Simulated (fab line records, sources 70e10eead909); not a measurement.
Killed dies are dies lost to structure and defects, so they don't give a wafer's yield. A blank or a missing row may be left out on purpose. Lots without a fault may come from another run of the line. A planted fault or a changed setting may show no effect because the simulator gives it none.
fab line records | flow nand_harc
record lots=5 wafers=15 last_day=34
route steps=1302 shown P_M2@335 P_BONDPAD@351
lots that met no fault: from a run of the same line without faults
start_h: hours from the record's first day to the start of the lot's first wafer shown | wait_h: hours since the lot's step before | " the same as in the row above | L1.1+2: a row that stands for several wafers | - no value, or no start given | * or withheld: withheld | < > ~ a bound
route shown NAME@n: a module of which the file shows steps, and the number in the route of the first | usual: mean/standard deviation of fault-free wafers | same: alike in all rows | chamber/n: place in a boat | sites: the reading at each site | _std_site: their standard deviation | _edge_site: outer sites' mean less inner sites' | radius_mm: how far each site lies from the wafer's centre | mask NAME#n: copy n | behind: the tool/chamber that last shaped the wafer | hold: why the lot was held/for how many hours/how that ended | device: the transistor (n, p or np) that didn't switch | end of line: the same wafers' tests at the end of the route | a step without rows: its recipe alone | killed: dies lost to structure and defects at the first sort, not the wafer's yield | map: a wafer's dies, x killed, . not, _ none there
set.NAME: the setting as run; set.NAME@STEP: as run at that earlier step | model.NAME: the simulator's own value behind a step, which no gauge read
lots at some steps of the route; a table a step, a row a wafer
services: from which hour (start_h, from the record's first day; less than 0 if before it) a tool's chamber was out of use, for how many hours, and why
## steps
# step NHARC_P_M2_STRIP_18
# recipe power_w=1000 n2_flow_sccm=150 h2_flow_sccm=150 ar_flow_sccm=0 bias_w=0 chemistry=N2/H2
# usual drypump_motor_current_A=5.7/0.65 oes_product_au=0.995/0.011 power_w=1000.3/2.9 rf_vpp_V=90.6/0.97 showerhead_plenum_p_Torr=2.04/0.068 throttle_valve_pct=14.172/0.0082
# columns lot.wafer tool chamber start_h wait_h drypump_motor_current_A oes_product_au power_w rf_hours_counter_h rf_vpp_V showerhead_plenum_p_Torr throttle_valve_pct
L078.1 rie_diel-04 1 176.75 0.1 4.9 0.990 999.0 7 90.3 2.05 14.179
L078.2 " 2 " " 5.7 1.009 1002.5 10 91.8 2.00 14.185
L078.4 " 0 " " 5.8 0.998 1000.5 11 89.8 2.03 14.184
L082.4 rie_diel-04 2 208.91 0.1 5.7 1.004 1001.8 1 90.8 2.00 14.178
L082.2 " 3 " " 6.8 1.011 998.6 1 93.1 2.12 14.187
L082.6 " 1 " " 4.9 0.982 1002.0 - 90.0 2.04 14.185
L083.1 rie_diel-04 1 219.47 0.1 4.9 0.978 1001.7 2 91.4 2.04 14.172
L083.2 " 3 " " 6.8 1.011 1000.4 1 92.2 2.12 14.174
L083.6 " 0 " " 5.7 0.977 1001.3 - 90.8 2.03 14.165
L093.2 rie_diel-13 1 318.09 0.1 5.7 1.007 1001.3 7 91.2 2.13 14.180
L093.3 " 2 " " 5.1 1.001 1003.1 9 91.1 1.92 14.174
L093.1 " 0 " " 6.4 0.985 1002.3 7 90.0 1.97 14.175
L097.1 rie_diel-06 1 356.76 0.1 4.9 0.993 997.5 3 90.4 2.05 14.155
L097.2 " 3 " " 4.8 0.998 1000.7 2 92.4 2.11 14.165
L097.6 " 1 " " 4.9 0.993 998.1 - 90.2 2.05 14.168
# step NHARC_P_M2_ETCH_28
# recipe target_depth_a=300 over_etch_frac=0.3 time_s=72.99 ion_energy_ev=150 cf4_flow_sccm=50 n2_flow_sccm=100 ar_flow_sccm=150 rf_w=300 bias_w=100 chemistry=CF4/N2
# usual drypump_motor_current_A=5.7/0.64 oes_product_au=0.998/0.0097 rf_vpp_V=314.4/1.7 showerhead_plenum_p_Torr=2.64/0.082 throttle_valve_pct=19.794/0.009
# same time_s=72.99
# columns lot.wafer tool chamber start_h wait_h drypump_motor_current_A oes_product_au rf_hours_counter_h rf_vpp_V showerhead_plenum_p_Torr throttle_valve_pct
L078.1 rie_diel-04 0 - - 5.8 0.995 11 313.0 2.62 19.782
L078.2 " 1 " " 4.9 0.988 7 315.6 2.63 19.804
L078.4 " 3 " " 6.8 1.004 10 315.6 2.72 19.799
L082.4 rie_diel-04 1 - - 4.9 0.986 2 314.0 2.63 19.792
L082.2 " 3 " " 6.8 1.000 1 315.1 2.72 19.774
L082.6 " 0 " " 5.8 0.985 - 314.3 2.62 19.771
L083.1 rie_diel-04 2 - - 5.7 1.001 2 313.9 2.58 19.802
L083.2 " 3 " " 6.8 1.003 1 315.5 2.72 19.786
L083.6 " 2 " " 5.7 0.999 - 314.5 2.58 19.801
L093.2 rie_diel-13 2 - - 5.1 1.000 9 310.2 2.48 19.799
L093.3 " 3 " " 5.3 0.991 8 317.3 2.71 19.798
L093.1 " 1 " " 5.8 0.989 7 316.0 2.73 19.786
L097.2 rie_diel-06 3 - - 4.8 1.003 2 314.7 2.71 19.796
L097.1 " 0 " " 6.3 0.999 2 316.2 2.75 19.794
L097.6 " 3 " " 4.8 1.011 - 315.7 2.71 19.784
# step NHARC_P_M2_STRIP_19
# recipe time_s=600 temp_c=30 chemistry=post_etch_residue_remover
# same time_s=600
# columns lot.wafer tool chamber start_h wait_h
L078.1+4+2 wet_bench-08 7,1,2 177.13 -
L082.2+4+6 wet_bench-08 5,6,1 209.25 -
L083.1+6+2 wet_bench-08 1,3,4 219.81 -
L093.2+1+3 wet_bench-08 2,5,6 318.46 -
L097.2+1+6 wet_bench-08 2,3,4 357.15 -
# step NHARC_P_M2_DEGAS_29
# recipe temp_c=250 time_s=60
# usual heater_power_w=338/29
# same time_s=60
# columns lot.wafer tool chamber start_h wait_h heater_power_w
L078.4 pvd_sputter-02 - 177.39 - 359
L078.2 " - " " 323
L078.1 " - " " 317
L082.4 pvd_sputter-03 - 209.52 - 291
L082.2 " - " " 406
L082.6 " - " " 300
L083.2 pvd_sputter-03 - 220.07 - 384
L083.1 " - " " 332
L083.6 " - " " 401
L093.2 pvd_sputter-01 - 318.73 - 339
L093.1 " - " " 304
L093.3 " - " " 335
L097.2 pvd_sputter-02 - 357.40 - 343
L097.1 " - " " 358
L097.6 " - " " 361
# step NHARC_P_M2_PRE_CLEAN_30
# recipe time_s=30 temp_c=280 gas=H2/He
# usual heater_power_w=412/35
# same time_s=30
# columns lot.wafer tool chamber start_h wait_h heater_power_w
L078.2 pvd_sputter-02 - - - 386
L078.4 " - " " 426
L078.1 " - " " 398
L082.4 pvd_sputter-03 - - - 503
L082.2 " - " " 378
L082.6 " - " " 357
L083.1 pvd_sputter-03 - - - 408
L083.2 " - " " 482
L083.6 " - " " 368
L093.3 pvd_sputter-01 - - - 365
L093.2 " - " " 415
L093.1 " - " " 396
L097.1 pvd_sputter-02 - - - 439
L097.2 " - " " 380
L097.6 " - " " 415
# step NHARC_P_M2_PVD_20
# recipe target_thk_a=50 bias_v=168.6 power_w=15000 chamber_pressure_pa=0.12 time_s=8.06 substrate_temp_c=50 material=TaN
# usual throttle_valve_pct=29.6/1.4
# same time_s=8.06
# columns lot.wafer tool chamber start_h wait_h throttle_valve_pct
L078.2 pvd_sputter-02 - - - 29.1
L078.4 " - " " 30.0
L078.1 " - " " 26.6
L082.2 pvd_sputter-03 - - - 28.5
L082.4 " - " " 31.3
L082.6 " - " " 32.0
L083.1 pvd_sputter-03 - - - 28.4
L083.2 " - " " 28.9
L083.6 " - " " 31.5
L093.2 pvd_sputter-01 - - - 30.4
L093.1 " - " " 30.6
L093.3 " - " " 31.1
L097.2 pvd_sputter-02 - - - 28.9
L097.1 " - " " 29.5
L097.6 " - " " 28.7
# step NHARC_P_M2_PVD_21
# recipe target_thk_a=300 chamber_pressure_pa=5 power_w=5000 substrate_temp_c=30 time_s=20.49 material=Cu
# usual throttle_valve_pct=29.6/1.4
# same time_s=20.49
# columns lot.wafer tool chamber start_h wait_h throttle_valve_pct
L078.4 pvd_sputter-02 - - - 26.6
L078.1 " - " " 29.1
L078.2 " - " " 28.3
L082.4 pvd_sputter-03 - - - 31.7
L082.2 " - " " 28.6
L082.6 " - " " 28.9
L083.1 pvd_sputter-03 - - - 31.8
L083.2 " - " " 30.9
L083.6 " - " " 28.4
L093.3 pvd_sputter-01 - - - 29.8
L093.1 " - " " 30.8
L093.2 " - " " 30.4
L097.2 pvd_sputter-02 - - - 27.6
L097.1 " - " " 29.0
L097.6 " - " " 29.8
# step NHARC_P_M2_ECD_22
# recipe target_thk_a=4000 bath_temp_c=25 material=Cu
# columns lot.wafer tool chamber start_h wait_h
L078.1+2+4 ecd_cu-01 1,0,0 177.75 -
L082.2+4+6 ecd_cu-01 0 209.88 -
L083.2+1+6 ecd_cu-01 0,1,1 220.43 -
L093.2+1+3 ecd_cu-01 1,0,1 319.10 -
L097.2+1+6 ecd_cu-02 1,0,0 357.76 -
# step NHARC_P_M2_ANNEAL_31
# recipe temp_c=225 time_s=90
# usual wafer_temp_C_max=226.44/0.27
# same time_s=90
# columns lot.wafer tool chamber start_h wait_h wafer_temp_C_max
L078.1 rtp_anneal-02 0 178.13 - 226.30
L078.2 " 0 " " 226.42
L078.4 " 0 " " 226.45
L082.2 rtp_anneal-01 0 210.32 - 226.41
L082.4 " 0 " " 226.18
L082.6 " 0 " " 226.56
L083.1 rtp_anneal-02 0 220.81 0.3 226.68
L083.2 " 0 " " 226.72
L083.6 " 0 " " 226.41
L093.1 rtp_anneal-01 0 319.47 - 226.74
L093.2 " 0 " " 226.40
L093.3 " 0 " " 226.28
L097.1 rtp_anneal-02 0 358.13 - 226.23
L097.2 " 0 " " 226.31
L097.6 " 0 " " 226.69
# step NHARC_P_M2_CMP_23
# recipe t_overpolish_s=20 target_thk_nm=144.3
# usual motor_current_A=12.5/0.95 slurry_flow_ml_min=149.9/0.46 time_to_endpoint_s=28.7/2.5
# same t_overpolish_s=20
# columns lot.wafer tool chamber start_h wait_h motor_current_A slurry_flow_ml_min time_to_endpoint_s
L078.4 cmp-03 3 178.51 - 15.0 149.3 32.0
L078.2 " 0 " " 12.2 150.1 29.7
L078.1 " 1 " " 12.8 149.6 27.8
L082.2 cmp-04 0 210.61 - 12.0 149.8 30.2
L082.4 " 3 " " 11.0 149.9 30.4
L082.6 " 0 " " 12.4 150.4 31.5
L083.1 cmp-04 1 221.18 - 12.3 149.1 29.0
L083.2 " 3 " " 10.1 149.7 30.2
L083.6 " 1 " " 12.4 149.4 28.2
L093.1 cmp-03 2 319.84 - 13.1 149.9 26.0
L093.2 " 3 " " 14.0 149.7 29.3
L093.3 " 0 " " 11.5 149.8 26.7
L097.1 cmp-04 3 358.48 - 10.7 150.0 25.5
L097.2 " 1 " " 12.4 149.4 25.4
L097.6 " 0 " " 11.7 149.8 26.1
# step NHARC_P_M2_THK_MEAS_24
# recipe thk_meas_gauge=xrf
# usual thk_nm=144.2/1.5
# columns lot.wafer tool chamber start_h wait_h thk_nm
L078.1 film_metro-01 - 178.79 - 143.8
L078.2 " - " " 145.9
L078.4 " - " " 145.4
L082.2 film_metro-02 - 210.93 - 144.6
L082.4 " - " " 144.3
L082.6 " - " " 146.2
L083.1 film_metro-01 - 221.48 - 143.7
L083.2 " - " " 143.8
L083.6 " - " " 144.8
L093.1 film_metro-01 - 320.13 - 145.0
L093.2 " - " " 142.1
L093.3 " - " " 144.5
L097.1 film_metro-01 - 358.79 - 145.1
L097.2 " - " " 143.8
L097.6 " - " " 144.8
# step NHARC_P_M2_SRD_25
# columns lot.wafer tool chamber start_h wait_h
L078.1+2+4 wet_bench-08 2,5,6 178.84 0.0
L082.4+2+6 wet_bench-08 6,0,1 210.97 0.0
L083.1+6+2 wet_bench-08 4,7,0 221.52 0.0
L093.1+2+3 wet_bench-10 2,3,4 320.18 0.0
L097.2+1+6 wet_bench-10 1,3,4 358.84 0.0
# step NHARC_P_M2_INSPECT_27
# usual raw_defect_count=313/100
# columns lot.wafer tool chamber start_h wait_h raw_defect_count
L078.1 defect_inspect-02 - 178.95 0.0 358
L078.2 " - " " 200
L078.4 " - " " 257
L082.2 defect_inspect-01 - 211.08 0.0 293
L082.4 " - " " 179
L082.6 " - " " 240
L083.1 defect_inspect-02 - 221.63 0.0 250
L083.2 " - " " 439
L083.6 " - " " 280
L093.1 defect_inspect-02 - 320.30 0.0 481
L093.2 " - " " 551
L093.3 " - " " 425
L097.1 defect_inspect-02 - 358.95 0.0 257
L097.2 " - " " 226
L097.6 " - " " 294
# step NHARC_P_M2_PRE_CLEAN_32
# recipe time_s=12 temp_c=370 rf_power_w=300 gas=NH3
# usual heater_power_w=600/56
# same time_s=12
# columns lot.wafer tool chamber start_h wait_h heater_power_w
L078.2 pecvd-03 1 179.02 0.1 604
L078.1 " 2 " " 577
L078.4 " 1 " " 614
L082.2 pecvd-03 1 211.16 0.1 623
L082.6 " 1 " " 626
L082.4 " 2 " " 551
L083.2 pecvd-01 1 221.70 0.1 516
L083.1 " 2 " " 532
L083.6 " 0 " " 663
L093.3 pecvd-02 2 320.37 0.1 599
L093.1 " 0 " " 682
L093.2 " 1 " " 649
L097.2 pecvd-01 1 359.02 0.1 528
L097.1 " 0 " " 653
L097.6 " 2 " " 528
# step NHARC_P_M2_DEP_33
# recipe target_thk_a=300 temp_c=370 target_thk_nm=30 pressure_torr=3 flow_sccm=200 rf_w=450 material=SiCN
# usual heater_power_w=540/58
# columns lot.wafer tool chamber start_h wait_h heater_power_w
L078.2 pecvd-03 1 179.10 0.1 532
L078.1 " 2 " " 546
L078.4 " 1 " " 551
L082.2 pecvd-03 1 211.27 0.1 553
L082.6 " 1 " " 551
L082.4 " 2 " " 540
L083.2 pecvd-01 1 221.78 0.1 524
L083.1 " 2 " " 446
L083.6 " 0 " " 662
L093.3 pecvd-02 2 320.44 0.1 590
L093.1 " 0 " " 631
L093.2 " 1 " " 506
L097.2 pecvd-01 1 359.10 0.1 457
L097.1 " 0 " " 569
L097.6 " 2 " " 483
# step NHARC_P_BONDPAD_DEP_00
# recipe target_thk_a=2500 temp_c=370 target_thk_nm=250 pressure_torr=3 flow_sccm=200 rf_w=450 material=SiCN
# usual heater_power_w=554/57
# columns lot.wafer tool chamber start_h wait_h heater_power_w
L078.1 pecvd-01 1 179.67 - 488
L078.2 " 2 " " 438
L078.4 " 1 " " 505
L082.2 pecvd-02 2 211.64 - 565
L082.6 " 2 " " 584
L082.4 " 0 " " 680
L083.1 pecvd-03 2 222.20 - 577
L083.2 " 0 " " 531
L083.6 " 0 " " 546
L093.1 pecvd-02 2 - - 579
L093.2 " 0 " " 596
L093.3 " 1 " " 544
L097.1 pecvd-02 2 359.55 - 498
L097.2 " 0 " " 579
L097.6 " 2 " " 513
# step NHARC_P_BONDPAD_CMP_32
# recipe target_thk_nm=200 material=SiCN
# usual motor_current_A=12.5/1.1 slurry_flow_ml_min=150.0/0.49
# columns lot.wafer tool chamber start_h wait_h motor_current_A slurry_flow_ml_min
L078.4 cmp-03 3 180.08 - 14.5 150.9
L078.2 " 0 " " 12.1 150.9
L078.1 " 2 " " 12.7 150.5
L082.2 cmp-04 1 212.05 - 11.9 149.6
L082.4 " 3 " " 10.3 150.4
L082.6 " 1 " " 12.7 149.4
L083.1 cmp-01 1 222.62 - 12.7 150.1
L083.2 " 3 " " 12.4 149.7
L083.6 " 1 " " 13.7 150.1
L093.3 cmp-04 3 321.24 - 10.2 149.4
L093.2 " 0 " " 12.0 150.5
L093.1 " 1 " " 12.0 150.2
L097.1 cmp-01 3 359.91 - 12.4 149.8
L097.2 " 0 " " 12.2 150.2
L097.6 " 3 " " 12.0 150.6
# step NHARC_P_BONDPAD_THK_MEAS_33
# recipe thk_meas_gauge=ellipsometry
# usual thk_nm=200.1/1.6
# columns lot.wafer tool chamber start_h wait_h thk_nm
L078.1 film_metro-01 - 180.33 0.2 200.7
L078.2 " - " " 199.8
L078.4 " - " " 200.6
L082.2 film_metro-01 - 212.30 0.2 197.3
L082.4 " - " " 199.0
L082.6 " - " " 198.4
L083.1 film_metro-02 - 222.85 0.2 200.6
L083.2 " - " " 201.0
L083.6 " - " " 203.3
L093.1 film_metro-01 - 321.49 0.2 200.0
L093.2 " - " " 198.9
L093.3 " - " " 199.3
L097.1 film_metro-02 - 360.17 0.2 199.0
L097.2 " - " " 200.3
L097.6 " - " " 200.9
# step NHARC_P_BONDPAD_SRD_34
# columns lot.wafer tool chamber start_h wait_h
L078.4+1+2 wet_bench-08 5,6,0 180.38 0.0
L082.2+6+4 wet_bench-10 7,1,2 212.34 0.0
L083.2+6+1 wet_bench-10 1,4,5 222.90 0.0
L093.3+2+1 wet_bench-08 5,6,7 321.54 0.0
L097.2+6+1 wet_bench-10 2,4,5 360.21 0.0
# step NHARC_P_BONDPAD_DEHYDRATE_01
# recipe temp_c=150 time_s=120
# usual plate_temp_C=149.99/0.15
# same time_s=120
# columns lot.wafer tool chamber start_h wait_h plate_temp_C
L078.1 litho_track-02 0 180.47 0.1 150.01
L078.2 " 0 " " 149.90
L078.4 " 0 " " 149.94
L082.2 litho_track-03 0 212.42 0.1 150.08
L082.4 " 0 " " 150.15
L082.6 " 0 " " 149.93
L083.1 litho_track-02 0 222.97 0.1 149.97
L083.2 " 0 " " 149.79
L083.6 " 0 " " 150.03
L093.1 litho_track-03 0 321.62 0.1 150.08
L093.2 " 0 " " 150.07
L093.3 " 0 " " 150.14
L097.1 litho_track-05 0 360.29 0.1 150.10
L097.2 " 0 " " 149.90
L097.6 " 0 " " 149.99
# step NHARC_P_BONDPAD_HMDS_02
# recipe time_s=30
# same time_s=30
# columns lot.wafer tool chamber start_h wait_h
L078.1+2+4 litho_track-02 0 - -
L082.2+4+6 litho_track-03 0 - -
L083.1+2+6 litho_track-02 0 - -
L093.1+2+3 litho_track-03 0 - -
L097.1+2+6 litho_track-05 0 - -
# step NHARC_P_BONDPAD_COAT_36
# recipe temp_c=200 time_s=65
# usual plate_temp_C=200.01/0.15
# same time_s=65
# columns lot.wafer tool chamber start_h wait_h plate_temp_C
L078.1 litho_track-02 0 - - 199.82
L078.2 " 0 " " 200.08
L078.4 " 0 " " 199.93
L082.2 litho_track-03 0 - - 199.88
L082.4 " 0 " " 199.94
L082.6 " 0 " " 199.98
L083.1 litho_track-02 0 - - 199.93
L083.2 " 0 " " 199.82
L083.6 " 0 " " 199.92
L093.1 litho_track-03 0 - - 199.81
L093.2 " 0 " " 199.87
L093.3 " 0 " " 200.00
L097.1 litho_track-05 0 - - 199.92
L097.2 " 0 " " 199.74
L097.6 " 0 " " 200.04
# step NHARC_P_BONDPAD_COAT_03
# recipe spin_rpm=2000 resist_thk_nm=600
# columns lot.wafer tool chamber start_h wait_h
L078.1+2+4 litho_track-02 0 - -
L082.2+4+6 litho_track-03 0 - -
L083.1+2+6 litho_track-02 0 - -
L093.1+2+3 litho_track-03 0 - -
L097.1+2+6 litho_track-05 0 - -
# step NHARC_P_BONDPAD_SOFTBAKE_04
# recipe temp_c=125 time_s=70
# usual plate_temp_C=125.00/0.12
# same time_s=70
# columns lot.wafer tool chamber start_h wait_h plate_temp_C
L078.1 litho_track-02 0 - - 125.11
L078.2 " 0 " " 125.07
L078.4 " 0 " " 125.12
L082.2 litho_track-03 0 - - 124.87
L082.4 " 0 " " 124.92
L082.6 " 0 " " 124.92
L083.1 litho_track-02 0 - - 124.95
L083.2 " 0 " " 124.90
L083.6 " 0 " " 125.15
L093.1 litho_track-03 0 - - 124.77
L093.2 " 0 " " 125.06
L093.3 " 0 " " 124.80
L097.1 litho_track-05 0 - - 125.08
L097.2 " 0 " " 124.82
L097.6 " 0 " " 124.90
# step NHARC_P_BONDPAD_EBR_05
# columns lot.wafer tool chamber start_h wait_h
L078.1+2+4 litho_track-02 0 - -
L082.2+4+6 litho_track-03 0 - -
L083.1+2+6 litho_track-02 0 - -
L093.1+2+3 litho_track-03 0 - -
L097.1+2+6 litho_track-05 0 - -
# step NHARC_P_BONDPAD_EXPOSE_06
# recipe na=0.55 dose_mj=37.06 mask_id=P_BPAD
# columns lot.wafer tool chamber start_h wait_h mask
L078.1+2+4 krf_scanner-04 0 180.76 - P_BPAD#0
L082.2+4+6 krf_scanner-01 0 212.71 - P_BPAD#0
L083.1+2+6 krf_scanner-04 0 223.26 - P_BPAD#0
L093.1+2+3 krf_scanner-01 0 321.78 - P_BPAD#0
L097.1+2+6 krf_scanner-02 0 360.58 - P_BPAD#0
# step NHARC_P_BONDPAD_PEB_07
# recipe peb_temp_c=128 peb_time_s=80
# usual plate_temp_C=127.99/0.14
# same peb_time_s=80
# columns lot.wafer tool chamber start_h wait_h plate_temp_C
L078.1 litho_track-03 0 180.83 0.1 128.19
L078.2 " 0 " " 127.98
L078.4 " 0 " " 128.05
L082.2 litho_track-05 0 212.77 0.1 127.92
L082.4 " 0 " " 127.97
L082.6 " 0 " " 127.78
L083.1 litho_track-02 0 223.33 0.1 128.13
L083.2 " 0 " " 128.18
L083.6 " 0 " " 127.97
L093.1 litho_track-05 0 321.85 0.1 127.94
L093.2 " 0 " " 127.90
L093.3 " 0 " " 128.08
L097.1 litho_track-02 0 360.64 0.1 127.90
L097.2 " 0 " " 127.88
L097.6 " 0 " " 127.71
# step NHARC_P_BONDPAD_DEVELOP_08
# recipe time_s=50 dev_temp_c=22
# same time_s=50
# columns lot.wafer tool chamber start_h wait_h
L078.1+2+4 litho_track-03 0 - -
L082.2+4+6 litho_track-05 0 - -
L083.1+2+6 litho_track-02 0 - -
L093.1+2+3 litho_track-05 0 - -
L097.1+2+6 litho_track-02 0 - -
# step NHARC_P_BONDPAD_CD_MEAS_09
# recipe target_cd_nm=500 landing_energy_ev=500
# usual cd_nm=501.1/2
# columns lot.wafer tool chamber start_h wait_h cd_nm
L078.1 cd_sem-01 0 180.91 - 497.6
L078.2 " 0 " " 498.2
L078.4 " 0 " " 499.5
L082.2 cd_sem-02 0 212.86 - 501.7
L082.4 " 0 " " 500.6
L082.6 " 0 " " 504.1
L083.1 cd_sem-03 0 223.42 - 501.8
L083.2 " 0 " " 503.4
L083.6 " 0 " " 504.7
L093.1 cd_sem-01 0 321.93 - 499.0
L093.2 " 0 " " 499.4
L093.3 " 0 " " 501.7
L097.1 cd_sem-01 0 360.73 - 501.4
L097.2 " 0 " " 501.4
L097.6 " 0 " " 499.5
# step NHARC_P_BONDPAD_OVL_MEAS_38
# usual overlay_x_nm=1/4.5 overlay_y_nm=-2/6.3
# columns lot.wafer tool chamber start_h wait_h overlay_x_nm overlay_y_nm
L078.1 overlay-01 - 181.01 - 7 3
L078.2 " - " " 7 3
L078.4 " - " " 7 2
L082.2 overlay-01 - 212.96 - 5 8
L082.4 " - " " 5 8
L082.6 " - " " 5 8
L083.1 overlay-02 - 223.50 - 7 0
L083.2 " - " " 6 -1
L083.6 " - " " 7 -1
L093.1 overlay-02 - 322.02 - -6 -3
L093.2 " - " " -7 -3
L093.3 " - " " -7 -3
L097.1 overlay-01 - 360.82 - -3 -7
L097.2 " - " " -2 -7
L097.6 " - " " -3 -7
# step NHARC_P_BONDPAD_HARDBAKE_10
# recipe temp_c=118 time_s=65
# usual plate_temp_C=118.00/0.11
# same time_s=65
# columns lot.wafer tool chamber start_h wait_h plate_temp_C
L078.1 litho_track-05 0 181.06 0.0 117.99
L078.2 " 0 " " 118.00
L078.4 " 0 " " 118.12
L082.2 litho_track-05 0 213.01 0.0 118.03
L082.4 " 0 " " 117.95
L082.6 " 0 " " 117.81
L083.1 litho_track-05 0 223.55 0.0 118.11
L083.2 " 0 " " 117.89
L083.6 " 0 " " 117.86
L093.1 litho_track-03 0 322.07 0.0 118.07
L093.2 " 0 " " 118.05
L093.3 " 0 " " 117.79
L097.1 litho_track-03 0 360.86 0.0 118.18
L097.2 " 0 " " 117.97
L097.6 " 0 " " 118.19
# step NHARC_P_BONDPAD_DESCUM_11
# recipe time_s=3 o2_flow_sccm=200 ar_flow_sccm=0 bias_power_w=0 chemistry=O2
# usual drypump_motor_current_A=5.8/0.45 oes_product_au=1.000/0.0095 rf_vpp_V=57.5/0.92 showerhead_plenum_p_Torr=1.87/0.065 throttle_valve_pct=11.311/0.01
# same bias_power_w=0 time_s=3
# columns lot.wafer tool chamber start_h wait_h drypump_motor_current_A oes_product_au rf_hours_counter_h rf_vpp_V showerhead_plenum_p_Torr throttle_valve_pct
L078.1 rie_diel-09 3 181.14 - 5.4 1.000 1.1 57.6 1.90 11.317
L078.2 " 1 " " 6.1 0.999 1.5 58.3 1.94 11.298
L078.4 " 3 " " 5.4 1.006 - 58.4 1.90 11.313
L082.2 rie_diel-02 2 213.08 - 6.4 0.987 5.1 57.3 1.79 11.310
L082.4 " 3 " " 5.3 0.998 5.5 56.6 1.89 11.309
L082.6 " 3 " " 5.2 0.988 - 57.9 1.89 11.318
L083.1 rie_diel-09 2 223.63 - 6.4 1.002 3.6 58.3 1.93 11.306
L083.2 " 3 " " 5.4 1.016 3.7 58.7 1.90 11.300
L083.6 " 2 " " 6.4 1.002 - 57.6 1.93 11.311
L093.2 rie_diel-02 0 322.14 - 5.6 1.000 4.0 56.1 1.82 11.304
L093.3 " 1 " " 5.7 0.995 3.7 57.8 1.82 11.322
L093.1 " 2 " " 6.4 1.005 3.7 57.6 1.79 11.313
L097.1 rie_diel-11 1 360.94 - 4.8 1.001 3.9 57.1 2.03 11.314
L097.2 " 2 " " 5.4 0.987 4.2 57.4 1.84 11.306
L097.6 " 2 " " 5.4 0.990 - 57.1 1.84 11.303
# step NHARC_P_BONDPAD_ETCH_37
# recipe target_depth_a=600 overetch_a=180 time_s=65.91 ion_energy_ev=200 n2_flow_sccm=150 h2_flow_sccm=150 ar_flow_sccm=0 rf_w=400 bias_w=150 chemistry=N2/H2
# usual drypump_motor_current_A=5.8/0.44 oes_product_au=0.998/0.011 rf_vpp_V=429.3/2.1 showerhead_plenum_p_Torr=1.99/0.072 throttle_valve_pct=14.171/0.0099
# same time_s=65.91
# columns lot.wafer tool chamber start_h wait_h drypump_motor_current_A oes_product_au rf_hours_counter_h rf_vpp_V showerhead_plenum_p_Torr throttle_valve_pct
L078.1 rie_diel-09 1 181.24 0.1 6.1 1.008 1.5 430.5 2.07 14.185
L078.2 " 2 " " 6.4 1.012 1.1 430.7 2.06 14.157
L078.4 " 2 " " 6.4 1.004 - 431.0 2.06 14.182
L082.4 rie_diel-02 2 213.18 0.1 6.4 0.996 5.1 426.3 1.90 14.172
L082.2 " 3 " " 5.3 0.984 5.5 429.6 2.02 14.164
L082.6 " 0 " " 5.6 1.003 - 428.0 1.94 14.166
L083.1 rie_diel-09 0 223.73 0.1 6.5 1.002 2.6 430.3 1.98 14.163
L083.2 " 1 " " 6.1 0.994 3.8 433.5 2.07 14.170
L083.6 " 2 " " 6.4 1.003 - 430.0 2.06 14.163
L093.1 rie_diel-02 0 322.23 0.1 5.6 0.999 4.0 428.0 1.94 14.191
L093.2 " 1 " " 5.7 0.989 3.7 429.3 1.94 14.178
L093.3 " 2 " " 6.3 1.010 3.7 427.0 1.90 14.166
L097.1 rie_diel-11 0 361.03 0.1 5.7 1.001 4.2 434.2 2.17 14.189
L097.2 " 1 " " 4.8 0.998 3.9 433.4 2.16 14.171
L097.6 " 1 " " 4.8 0.994 - 433.9 2.16 14.179
# step NHARC_P_BONDPAD_ETCH_12
# recipe target_depth_a=2000 time_s=100 chf3_flow_sccm=50 o2_flow_sccm=10 ar_flow_sccm=200 rf_w=500 bias_w=200 chemistry=CHF3/O2
# usual drypump_motor_current_A=5.8/0.45 oes_product_au=0.939/0.021 rf_vpp_V=369.6/1.9 showerhead_plenum_p_Torr=2.35/0.082 throttle_valve_pct=20.573/0.0089
# same time_s=100
# columns lot.wafer tool chamber start_h wait_h drypump_motor_current_A oes_product_au rf_hours_counter_h rf_vpp_V showerhead_plenum_p_Torr throttle_valve_pct
L078.1 rie_diel-09 1 - - 6.1 0.929 1.5 371.2 2.43 20.569
L078.2 " 2 " " 6.4 0.927 1.2 370.8 2.42 20.556
L078.4 " 3 " " 5.4 0.922 - 370.6 2.39 20.579
L082.2 rie_diel-02 1 - - 5.7 0.933 5.5 369.8 2.29 20.557
L082.4 " 0 " " 5.6 0.917 5.9 367.3 2.30 20.570
L082.6 " 2 " " 6.4 0.930 - 367.4 2.25 20.566
L083.2 rie_diel-09 3 - - 5.5 0.928 3.7 370.7 2.39 20.563
L083.1 " 0 " " 6.5 0.916 2.6 367.8 2.34 20.579
L083.6 " 2 " " 6.4 0.929 - 369.6 2.42 20.581
L093.2 rie_diel-02 0 - - 5.7 0.960 4.0 369.0 2.29 20.580
L093.1 " 2 " " 6.3 0.983 3.7 367.5 2.25 20.563
L093.3 " 3 " " 5.3 0.956 4.0 371.6 2.37 20.591
L097.1 rie_diel-11 1 - - 4.8 0.920 3.9 373.7 2.54 20.559
L097.2 " 3 " " 5.7 0.928 4.4 368.8 2.27 20.573
L097.6 " 0 " " 5.7 0.916 - 374.1 2.55 20.579
# step NHARC_P_BONDPAD_CD_MEAS_13
# usual cd_nm=500.7/2.1
# columns lot.wafer tool chamber start_h wait_h cd_nm
L078.1 cd_sem-03 - 181.51 - 498.4
L078.2 " - " " 498.2
L078.4 " - " " 499.2
L082.2 cd_sem-01 - 213.40 - 499.9
L082.4 " - " " 499.8
L082.6 " - " " 504.2
L083.1 cd_sem-01 - 223.94 - 500.2
L083.2 " - " " 503.7
L083.6 " - " " 503.8
L093.1 cd_sem-03 - 322.47 - 499.3
L093.2 " - " " 498.7
L093.3 " - " " 501.6
L097.1 cd_sem-02 - 361.26 - 500.9
L097.2 " - " " 500.1
L097.6 " - " " 498.8
## services
# columns tool chamber start_h hours kind
pvd_sputter-03 - 170.06 10.0 pm
pecvd-01 - 170.30 2.1 repair
rie_diel-02 0 171.23 6.1 repair
cmp-04 - 171.35 4.0 pm
rie_diel-09 0 176.02 18.0 repair
rie_diel-04 - 177.90 9.0 pm
pecvd-03 - 185.12 13.0 pm
pvd_sputter-03 - 199.81 7.9 repair
rie_diel-02 - 216.70 9.0 pm
litho_track-02 - 227.00 7.0 pm
pecvd-02 - 227.21 13.0 pm
pecvd-01 - 237.66 0.9 repair
cmp-04 - 269.35 4.0 pm
litho_track-03 - 275.00 7.0 pm
pvd_sputter-02 - 282.00 10.0 pm
pvd_sputter-03 - 285.83 1.8 repair
pecvd-02 - 288.58 1.5 repair
cmp-04 - 293.77 2.3 repair
wet_bench-08 - 294.40 8.0 pm
litho_track-05 - 299.00 7.0 pm
rie_diel-09 3 302.88 4.0 repair
rie_diel-09 - 320.10 9.0 pm
pvd_sputter-03 - 348.06 10.0 pm
rie_diel-04 - 354.90 9.0 pm
## key
fault none
